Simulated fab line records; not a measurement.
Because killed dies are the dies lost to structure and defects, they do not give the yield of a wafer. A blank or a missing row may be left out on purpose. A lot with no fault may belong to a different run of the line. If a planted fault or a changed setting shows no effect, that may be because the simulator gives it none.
Which tool is to blame? / flow n5Finfet / 24 lots with 72 wafers sampled at 6 steps, on a route of 1938 steps

## WHAT THE GAUGES SHOWED, per wafer
N5_BEOL_M13_INSPECT_12: inspects for defects (macro). Usual: 2.2 for rawDefectCount, sd 1.5.
lot=L076; measured=day 11 01:37; on=defectInspect-02; rawDefectCount=2 0 2; flag=
lot=L074; measured=day 11 02:23; on=defectInspect-02; rawDefectCount=2 0 4; flag=
lot=L075; measured=day 11 13:44; on=defectInspect-01; rawDefectCount=1 4 0; flag=
lot=L077; measured=day 11 14:57; on=defectInspect-01; rawDefectCount=2 3 2; flag=
lot=L078; measured=day 11 17:49; on=defectInspect-01; rawDefectCount=0 2 3; flag=
lot=L079; measured=day 12 04:02; on=defectInspect-02; rawDefectCount=2 0 3; flag=
lot=L082; measured=day 12 17:01; on=defectInspect-01; rawDefectCount=7 1 1; flag=
lot=L081; measured=day 12 20:54; on=defectInspect-02; rawDefectCount=5 2 4; flag=
lot=L080; measured=day 13 02:47; on=defectInspect-02; rawDefectCount=3 4 4; flag=
lot=L083; measured=day 13 04:28; on=defectInspect-02; rawDefectCount=2 4 3; flag=
lot=L084; measured=day 13 08:54; on=defectInspect-02; rawDefectCount=5 3 2; flag=
lot=L085; measured=day 13 17:53; on=defectInspect-01; rawDefectCount=2 3 1; flag=
lot=L086; measured=day 14 09:36; on=defectInspect-02; rawDefectCount=3 2 1; flag=
lot=L087; measured=day 14 12:38; on=defectInspect-02; rawDefectCount=1 1 0; flag=
lot=L088; measured=day 14 16:01; on=defectInspect-02; rawDefectCount=1 5 3; flag=
lot=L090; measured=day 14 17:44; on=defectInspect-02; rawDefectCount=1 2 3; flag=
lot=L091; measured=day 15 02:14; on=defectInspect-02; rawDefectCount=2 0 4; flag=
lot=L089; measured=day 15 05:48; on=defectInspect-01; rawDefectCount=4 2 0; flag=
lot=L092; measured=day 15 14:20; on=defectInspect-02; rawDefectCount=4 2 1; flag=
lot=L094; measured=day 15 17:11; on=defectInspect-01; rawDefectCount=1 2 2; flag=
lot=L093; measured=day 15 22:56; on=defectInspect-02; rawDefectCount=5 2 1; flag=
lot=L095; measured=day 16 07:04; on=defectInspect-02; rawDefectCount=0 2 1; flag=
lot=L096; measured=day 16 23:05; on=defectInspect-02; rawDefectCount=6 2 4; flag=
lot=L097; measured=day 17 00:26; on=defectInspect-01; rawDefectCount=1 3 4; flag=

N5_BEOL_M13_CD_MEAS_28 targets a cd of 209.5 nm. Usual: 209.5 nm for cdNm, sd 1.3.
lot=L076; measured=day 11 02:31; on=cdSem-03; cdNm (nm)=207.8 209.1 208.4; flag=
lot=L074; measured=day 11 03:24; on=cdSem-01; cdNm (nm)=210.8 210.7 211.2; flag=
lot=L075; measured=day 11 14:38; on=cdSem-02; cdNm (nm)=212.2 211.7 212.5; flag=
lot=L077; measured=day 11 16:33; on=cdSem-03; cdNm (nm)=209.7 208.1 208.3; flag=
lot=L078; measured=day 11 19:16; on=cdSem-01; cdNm (nm)=209.3 208.6 208.9; flag=
lot=L079; measured=day 12 05:02; on=cdSem-02; cdNm (nm)=208.7 209.6 208.4; flag=
lot=L082; measured=day 12 18:55; on=cdSem-01; cdNm (nm)=210.0 210.9 210.1; flag=
lot=L081; measured=day 13 01:23; on=cdSem-01; cdNm (nm)=208.6 208.0 209.9; flag=
lot=L080; measured=day 13 06:29; on=cdSem-01; cdNm (nm)=210.3 210.1 210.8; flag=
lot=L083; measured=day 13 07:12; on=cdSem-02; cdNm (nm)=211.2 211.2 211.6; flag=
lot=L084; measured=day 13 09:55; on=cdSem-03; cdNm (nm)=208.1 208.0 209.4; flag=
lot=L085; measured=day 13 18:54; on=cdSem-03; cdNm (nm)=210.7 210.3 210.0; flag=
lot=L086; measured=day 14 10:29; on=cdSem-01; cdNm (nm)=209.6 209.8 209.6; flag=
lot=L087; measured=day 14 13:32; on=cdSem-01; cdNm (nm)=207.9 210.1 209.4; flag=
lot=L088; measured=day 14 16:55; on=cdSem-01; cdNm (nm)=210.7 210.8 210.4; flag=
lot=L090; measured=day 14 18:46; on=cdSem-01; cdNm (nm)=211.7 209.9 208.9; flag=
lot=L091; measured=day 15 03:07; on=cdSem-02; cdNm (nm)=211.3 210.1 210.6; flag=
lot=L089; measured=day 15 06:49; on=cdSem-03; cdNm (nm)=207.0 207.9 209.2; flag=
lot=L092; measured=day 15 15:21; on=cdSem-01; cdNm (nm)=210.0 210.5 209.1; flag=
lot=L094; measured=day 15 18:13; on=cdSem-03; cdNm (nm)=209.5 210.3 208.4; flag=
lot=L093; measured=day 15 23:50; on=cdSem-01; cdNm (nm)=207.2 206.8 208.2; flag=
lot=L095; measured=day 16 08:05; on=cdSem-01; cdNm (nm)=208.4 208.3 209.8; flag=
lot=L096; measured=day 16 23:59; on=cdSem-01; cdNm (nm)=207.2 208.9 207.1; flag=
lot=L097; measured=day 17 01:20; on=cdSem-03; cdNm (nm)=208.8 207.6 209.1; flag=

N5_BEOL_M13_OVL_MEAS_29. Usual: M13_OVL 1 nm, standard deviation 4.7.
lot=L076; measured=day 11 02:32; on=overlay-02; M13_OVL (nm)=0 2 0; flag=
lot=L074; measured=day 11 03:25; on=overlay-01; M13_OVL (nm)=4 -2 2; flag=
lot=L075; measured=day 11 14:40; on=overlay-02; M13_OVL (nm)=2 1 12; flag=
lot=L077; measured=day 11 16:35; on=overlay-01; M13_OVL (nm)=-1 -1 -3; flag=
lot=L078; measured=day 11 19:18; on=overlay-02; M13_OVL (nm)=12 10 3; flag=
lot=L079; measured=day 12 05:04; on=overlay-02; M13_OVL (nm)=2 -7 -1; flag=
lot=L082; measured=day 12 18:57; on=overlay-02; M13_OVL (nm)=3 3 0; flag=
lot=L081; measured=day 13 01:25; on=overlay-01; M13_OVL (nm)=-1 2 1; flag=
lot=L080; measured=day 13 06:31; on=overlay-02; M13_OVL (nm)=4 -2 3; flag=
lot=L083; measured=day 13 07:14; on=overlay-01; M13_OVL (nm)=6 6 -6; flag=
lot=L084; measured=day 13 09:57; on=overlay-02; M13_OVL (nm)=-2 1 -6; flag=
lot=L085; measured=day 13 18:56; on=overlay-02; M13_OVL (nm)=7 5 6; flag=
lot=L086; measured=day 14 10:31; on=overlay-01; M13_OVL (nm)=-4 -5 -2; flag=
lot=L087; measured=day 14 13:34; on=overlay-01; M13_OVL (nm)=6 0 -1; flag=
lot=L088; measured=day 14 16:56; on=overlay-01; M13_OVL (nm)=0 0 1; flag=
lot=L090; measured=day 14 18:47; on=overlay-02; M13_OVL (nm)=3 -8 -3; flag=
lot=L091; measured=day 15 03:09; on=overlay-02; M13_OVL (nm)=-1 8 6; flag=
lot=L089; measured=day 15 06:51; on=overlay-02; M13_OVL (nm)=0 6 6; flag=
lot=L092; measured=day 15 15:23; on=overlay-02; M13_OVL (nm)=3 0 -2; flag=
lot=L094; measured=day 15 18:14; on=overlay-01; M13_OVL (nm)=-5 -10 -11; flag=
lot=L093; measured=day 15 23:52; on=overlay-02; M13_OVL (nm)=-11 2 0; flag=
lot=L095; measured=day 16 08:07; on=overlay-01; M13_OVL (nm)=9 0 12; flag=
lot=L096; measured=day 17 00:00; on=overlay-02; M13_OVL (nm)=-2 -2 3; flag=
lot=L097; measured=day 17 01:22; on=overlay-02; M13_OVL (nm)=3 5 2; flag=

N5_BEOL_M13_RS_MEAS_54: uses a four-point probe to measure. Usual: M13_RS 0.0451 ohm/sq, standard deviation 0.00069.
lot=L076; measured=day 11 04:50; on=filmMetro-01; M13_RS (ohm/sq)=0.0458 0.0453 0.0454; flag=
lot=L074; measured=day 11 06:49; on=filmMetro-02; M13_RS (ohm/sq)=0.0463 0.0444 0.0438; flag=
lot=L075; measured=day 11 20:40; on=filmMetro-01; M13_RS (ohm/sq)=0.0446 0.0441 0.0452; flag=
lot=L077; measured=day 11 20:54; on=filmMetro-02; M13_RS (ohm/sq)=0.0447 0.0453 0.0454; flag=
lot=L078; measured=day 12 00:16; on=filmMetro-01; M13_RS (ohm/sq)=0.0459 0.0455 0.0445; flag=
lot=L079; measured=day 12 09:54; on=filmMetro-02; M13_RS (ohm/sq)=0.0443 0.0457 0.0441; flag=
lot=L082; measured=day 13 00:17; on=filmMetro-01; M13_RS (ohm/sq)=0.0454 0.0441 0.0453; flag=
lot=L081; measured=day 13 05:31; on=filmMetro-02; M13_RS (ohm/sq)=0.0439 0.0450 0.0447; flag=
lot=L080; measured=day 13 10:28; on=filmMetro-01; M13_RS (ohm/sq)=0.0458 0.0451 0.0451; flag=
lot=L083; measured=day 13 14:27; on=filmMetro-02; M13_RS (ohm/sq)=0.0450 0.0446 0.0453; flag=
lot=L084; measured=day 13 17:47; on=filmMetro-01; M13_RS (ohm/sq)=0.0450 0.0451 0.0450; flag=
lot=L085; measured=day 13 21:46; on=filmMetro-01; M13_RS (ohm/sq)=0.0459 0.0447 0.0461; flag=
lot=L086; measured=day 14 13:10; on=filmMetro-01; M13_RS (ohm/sq)=0.0438 0.0446 0.0448; flag=
lot=L087; measured=day 14 16:51; on=filmMetro-01; M13_RS (ohm/sq)=0.0455 0.0459 0.0445; flag=
lot=L088; measured=day 14 20:09; on=filmMetro-02; M13_RS (ohm/sq)=0.0438 0.0460 0.0460; flag=
lot=L090; measured=day 15 01:00; on=filmMetro-01; M13_RS (ohm/sq)=0.0457 0.0439 0.0452; flag=
lot=L091; measured=day 15 06:06; on=filmMetro-01; M13_RS (ohm/sq)=0.0453 0.0446 0.0454; flag=
lot=L089; measured=day 15 09:53; on=filmMetro-02; M13_RS (ohm/sq)=0.0453 0.0451 0.0450; flag=
lot=L092; measured=day 15 17:52; on=filmMetro-02; M13_RS (ohm/sq)=0.0457 0.0451 0.0452; flag=
lot=L094; measured=day 15 21:32; on=filmMetro-01; M13_RS (ohm/sq)=0.0444 0.0454 0.0452; flag=
lot=L093; measured=day 16 04:05; on=filmMetro-01; M13_RS (ohm/sq)=0.0461 0.0440 0.0465; flag=
lot=L095; measured=day 16 10:34; on=filmMetro-01; M13_RS (ohm/sq)=0.0459 0.0450 0.0456; flag=
lot=L096; measured=day 17 04:04; on=filmMetro-01; M13_RS (ohm/sq)=0.0450 0.0451 0.0441; flag=
lot=L097; measured=day 17 05:14; on=filmMetro-01; M13_RS (ohm/sq)=0.0457 0.0445 0.0449; flag=

N5_BEOL_M14_CD_MEAS_17 targets a cd of 250 nm. Usual: 251.1 nm for cdNm, sd 2.
lot=L076; measured=day 11 06:10; on=cdSem-02; cdNm (nm)=246.5 244.9 249.5; flag=
lot=L074; measured=day 11 08:05; on=cdSem-02; cdNm (nm)=248.2 253.5 248.1; flag=
lot=L075; measured=day 11 21:53; on=cdSem-02; cdNm (nm)=251.8 253.3 252.5; flag=
lot=L077; measured=day 11 22:07; on=cdSem-03; cdNm (nm)=250.4 254.2 248.8; flag=
lot=L078; measured=day 12 01:37; on=cdSem-02; cdNm (nm)=252.5 254.7 251.5; flag=
lot=L079; measured=day 12 10:59; on=cdSem-03; cdNm (nm)=251.7 256.3 253.6; flag=
lot=L082; measured=day 13 01:22; on=cdSem-02; cdNm (nm)=251.5 248.5 248.7; flag=
lot=L081; measured=day 13 06:36; on=cdSem-01; cdNm (nm)=253.5 251.5 251.6; flag=
lot=L080; measured=day 13 11:34; on=cdSem-02; cdNm (nm)=250.4 251.1 249.5; flag=
lot=L083; measured=day 13 15:42; on=cdSem-02; cdNm (nm)=250.9 251.6 249.3; flag=
lot=L084; measured=day 13 19:12; on=cdSem-01; cdNm (nm)=250.3 251.0 251.3; flag=
lot=L085; measured=day 13 22:53; on=cdSem-03; cdNm (nm)=249.2 249.4 254.4; flag=
lot=L086; measured=day 14 14:26; on=cdSem-03; cdNm (nm)=252.4 251.7 252.9; flag=
lot=L087; measured=day 14 18:08; on=cdSem-01; cdNm (nm)=251.9 255.3 251.3; flag=
lot=L088; measured=day 14 21:14; on=cdSem-02; cdNm (nm)=252.3 254.9 250.9; flag=
lot=L090; measured=day 15 02:13; on=cdSem-02; cdNm (nm)=249.9 248.5 248.6; flag=
lot=L091; measured=day 15 07:19; on=cdSem-03; cdNm (nm)=252.7 253.4 252.1; flag=
lot=L089; measured=day 15 10:58; on=cdSem-03; cdNm (nm)=248.0 248.5 252.8; flag=
lot=L092; measured=day 15 18:56; on=cdSem-03; cdNm (nm)=252.2 252.1 251.6; flag=
lot=L094; measured=day 15 22:44; on=cdSem-03; cdNm (nm)=248.1 250.8 246.5; flag=
lot=L093; measured=day 16 05:11; on=cdSem-03; cdNm (nm)=251.2 251.9 254.0; flag=
lot=L095; measured=day 16 11:47; on=cdSem-01; cdNm (nm)=250.8 248.8 251.8; flag=
lot=L096; measured=day 17 05:11; on=cdSem-02; cdNm (nm)=251.8 249.8 251.9; flag=
lot=L097; measured=day 17 08:13; on=cdSem-02; cdNm (nm)=249.7 250.0 253.9; flag=

## TOOL THAT RAN EACH LOT (tool first, then ch and the chambers of the sampled wafers, then the start)
lot=L076; N5_BEOL_M14_STRIP_64=rieDiel-04 ch 1,2,3, day 11 06:10 or earlier
lot=L074; N5_BEOL_M14_STRIP_64=rieDiel-04 ch 0,2,3, day 11 08:05 or earlier
lot=L075; N5_BEOL_M14_STRIP_64=rieDiel-04 ch 1,2,3, day 11 21:53 or earlier
lot=L077; N5_BEOL_M14_STRIP_64=rieDiel-05 ch 0,1,2, day 11 22:07 or earlier
lot=L078; N5_BEOL_M14_STRIP_64=rieDiel-05 ch 0,1, day 12 01:37 or earlier
lot=L079; N5_BEOL_M14_STRIP_64=rieDiel-04 ch 1,3, day 12 10:59 or earlier
lot=L082; N5_BEOL_M14_STRIP_64=rieDiel-04 ch 1,2, day 13 01:22 or earlier
lot=L081; N5_BEOL_M14_STRIP_64=rieDiel-05 ch 1,3, day 13 06:36 or earlier
lot=L080; N5_BEOL_M14_STRIP_64=rieDiel-02 ch 0,2,3, day 13 11:34 or earlier
lot=L083; N5_BEOL_M14_STRIP_64=rieDiel-05 ch 1,2,3, day 13 15:42 or earlier
lot=L084; N5_BEOL_M14_STRIP_64=rieDiel-05 ch 0,1, day 13 19:12 or earlier
lot=L085; N5_BEOL_M14_STRIP_64=rieDiel-04 ch 1,2,3, day 13 22:53 or earlier
lot=L086; N5_BEOL_M14_STRIP_64=rieDiel-02 ch 0,1,2, day 14 14:26 or earlier
lot=L087; N5_BEOL_M14_STRIP_64=rieDiel-05 ch 1,3, day 14 18:08 or earlier
lot=L088; N5_BEOL_M14_STRIP_64=rieDiel-02 ch 0,2,3, day 14 21:14 or earlier
lot=L090; N5_BEOL_M14_STRIP_64=rieDiel-02 ch 1,2, day 15 02:13 or earlier
lot=L091; N5_BEOL_M14_STRIP_64=rieDiel-04 ch 0,1,3, day 15 07:19 or earlier
lot=L089; N5_BEOL_M14_STRIP_64=rieDiel-05 ch 2,3, day 15 10:58 or earlier
lot=L092; N5_BEOL_M14_STRIP_64=rieDiel-02 ch 0,2,3, day 15 18:56 or earlier
lot=L094; N5_BEOL_M14_STRIP_64=rieDiel-02 ch 0,1,3, day 15 22:44 or earlier
lot=L093; N5_BEOL_M14_STRIP_64=rieDiel-05 ch 0,1,2, day 16 05:11 or earlier
lot=L095; N5_BEOL_M14_STRIP_64=rieDiel-02 ch 1,2,3, day 16 11:47 or earlier
lot=L096; N5_BEOL_M14_STRIP_64=rieDiel-04 ch 1,2,3, day 17 05:11 or earlier
lot=L097; N5_BEOL_M14_STRIP_64=rieDiel-02 ch 0,1,2, day 17 08:13 or earlier
- N5_BEOL_M14_STRIP_64: strips in O2.

## WHAT THE TOOLS THEMSELVES READ (means of the sampled wafers that have a number; where no wafer has one, the mark that the record gives instead)
N5_BEOL_M14_STRIP_64. Usual: drypumpMotorCurrentA 5.6 A, standard deviation 0.39; oesProductAu 0.80 a.u., standard deviation 0.079; rfVppV 3.7 V, standard deviation 0.47; showerheadPlenumPTorr 2.10 Torr, standard deviation 0.066; throttleValvePct 16.58 %, standard deviation 0.2.
lot=L076; tool=rieDiel-04; drypumpMotorCurrentA (A)=5.4; oesProductAu (a.u.)=0.82; rfVppV (V)=4.0; showerheadPlenumPTorr (Torr)=2.15; throttleValvePct (%)=16.51; flag=
lot=L074; tool=rieDiel-04; drypumpMotorCurrentA (A)=5.5; oesProductAu (a.u.)=0.78; rfVppV (V)=3.5; showerheadPlenumPTorr (Torr)=2.16; throttleValvePct (%)=16.64; flag=
lot=L075; tool=rieDiel-04; drypumpMotorCurrentA (A)=5.3; oesProductAu (a.u.)=0.81; rfVppV (V)=3.5; showerheadPlenumPTorr (Torr)=2.14; throttleValvePct (%)=16.52; flag=
lot=L077; tool=rieDiel-05; drypumpMotorCurrentA (A)=5.6; oesProductAu (a.u.)=0.81; rfVppV (V)=3.8; showerheadPlenumPTorr (Torr)=2.14; throttleValvePct (%)=16.50; flag=
lot=L078; tool=rieDiel-05; drypumpMotorCurrentA (A)=5.5; oesProductAu (a.u.)=0.89; rfVppV (V)=3.5; showerheadPlenumPTorr (Torr)=2.11; throttleValvePct (%)=16.56; flag=
lot=L079; tool=rieDiel-04; drypumpMotorCurrentA (A)=5.3; oesProductAu (a.u.)=0.86; rfVppV (V)=3.7; showerheadPlenumPTorr (Torr)=2.11; throttleValvePct (%)=16.32; flag=
lot=L082; tool=rieDiel-04; drypumpMotorCurrentA (A)=5.5; oesProductAu (a.u.)=0.81; rfVppV (V)=3.6; showerheadPlenumPTorr (Torr)=2.09; throttleValvePct (%)=16.47; flag=
lot=L081; tool=rieDiel-05; drypumpMotorCurrentA (A)=5.6; oesProductAu (a.u.)=0.75; rfVppV (V)=3.8; showerheadPlenumPTorr (Torr)=2.07; throttleValvePct (%)=16.69; flag=
lot=L080; tool=rieDiel-02; drypumpMotorCurrentA (A)=5.8; oesProductAu (a.u.)=0.76; rfVppV (V)=3.7; showerheadPlenumPTorr (Torr)=2.05; throttleValvePct (%)=16.66; flag=
lot=L083; tool=rieDiel-05; drypumpMotorCurrentA (A)=5.6; oesProductAu (a.u.)=0.75; rfVppV (V)=3.6; showerheadPlenumPTorr (Torr)=2.09; throttleValvePct (%)=16.57; flag=
lot=L084; tool=rieDiel-05; drypumpMotorCurrentA (A)=5.5; oesProductAu (a.u.)=0.86; rfVppV (V)=3.5; showerheadPlenumPTorr (Torr)=2.10; throttleValvePct (%)=16.60; flag=
lot=L085; tool=rieDiel-04; drypumpMotorCurrentA (A)=5.4; oesProductAu (a.u.)=0.80; rfVppV (V)=3.3; showerheadPlenumPTorr (Torr)=2.14; throttleValvePct (%)=16.55; flag=
lot=L086; tool=rieDiel-02; drypumpMotorCurrentA (A)=5.8; oesProductAu (a.u.)=0.77; rfVppV (V)=3.1; showerheadPlenumPTorr (Torr)=2.07; throttleValvePct (%)=16.62; flag=
lot=L087; tool=rieDiel-05; drypumpMotorCurrentA (A)=5.6; oesProductAu (a.u.)=0.94; rfVppV (V)=3.5; showerheadPlenumPTorr (Torr)=2.07; throttleValvePct (%)=16.38; flag=
lot=L088; tool=rieDiel-02; drypumpMotorCurrentA (A)=5.8; oesProductAu (a.u.)=0.77; rfVppV (V)=3.5; showerheadPlenumPTorr (Torr)=2.04; throttleValvePct (%)=16.68; flag=
lot=L090; tool=rieDiel-02; drypumpMotorCurrentA (A)=6.2; oesProductAu (a.u.)=0.76; rfVppV (V)=3.7; showerheadPlenumPTorr (Torr)=2.03; throttleValvePct (%)=16.68; flag=
lot=L091; tool=rieDiel-04; drypumpMotorCurrentA (A)=5.4; oesProductAu (a.u.)=0.78; rfVppV (V)=3.6; showerheadPlenumPTorr (Torr)=2.11; throttleValvePct (%)=16.51; flag=
lot=L089; tool=rieDiel-05; drypumpMotorCurrentA (A)=5.8; oesProductAu (a.u.)=0.98; rfVppV (V)=3.7; showerheadPlenumPTorr (Torr)=2.11; throttleValvePct (%)=16.05; flag=
lot=L092; tool=rieDiel-02; drypumpMotorCurrentA (A)=5.8; oesProductAu (a.u.)=0.75; rfVppV (V)=3.4; showerheadPlenumPTorr (Torr)=2.04; throttleValvePct (%)=16.70; flag=
lot=L094; tool=rieDiel-02; drypumpMotorCurrentA (A)=5.4; oesProductAu (a.u.)=0.80; rfVppV (V)=3.0; showerheadPlenumPTorr (Torr)=2.07; throttleValvePct (%)=16.63; flag=
lot=L093; tool=rieDiel-05; drypumpMotorCurrentA (A)=5.6; oesProductAu (a.u.)=0.86; rfVppV (V)=4.0; showerheadPlenumPTorr (Torr)=2.12; throttleValvePct (%)=16.42; flag=
lot=L095; tool=rieDiel-02; drypumpMotorCurrentA (A)=5.8; oesProductAu (a.u.)=0.78; rfVppV (V)=3.7; showerheadPlenumPTorr (Torr)=2.04; throttleValvePct (%)=16.70; flag=
lot=L096; tool=rieDiel-04; drypumpMotorCurrentA (A)=5.4; oesProductAu (a.u.)=0.76; rfVppV (V)=3.7; showerheadPlenumPTorr (Torr)=2.13; throttleValvePct (%)=16.59; flag=
lot=L097; tool=rieDiel-02; drypumpMotorCurrentA (A)=5.8; oesProductAu (a.u.)=0.74; rfVppV (V)=3.8; showerheadPlenumPTorr (Torr)=2.06; throttleValvePct (%)=16.65; flag=

## THE ANSWER, worked out from the rows above alone
Rule: take the mean of a lot's wafers that have a number; if it is more than 3 standard deviations from the usual mean, the lot is off. Also off: a lot with no number at a reading for which 4 or more lots have one. All remaining lots with rows at the step are treated as sound. First the gauges in route order, then the tools' own readings, where a lot's mean is used as printed above. The first step at which some lot is off is used, and at that step the reading that is off furthest; a lot without a number counts as furthest.
No lot is off at any reading shown: from this, nothing can be told.

## WHAT THE SIMULATOR PUT IN
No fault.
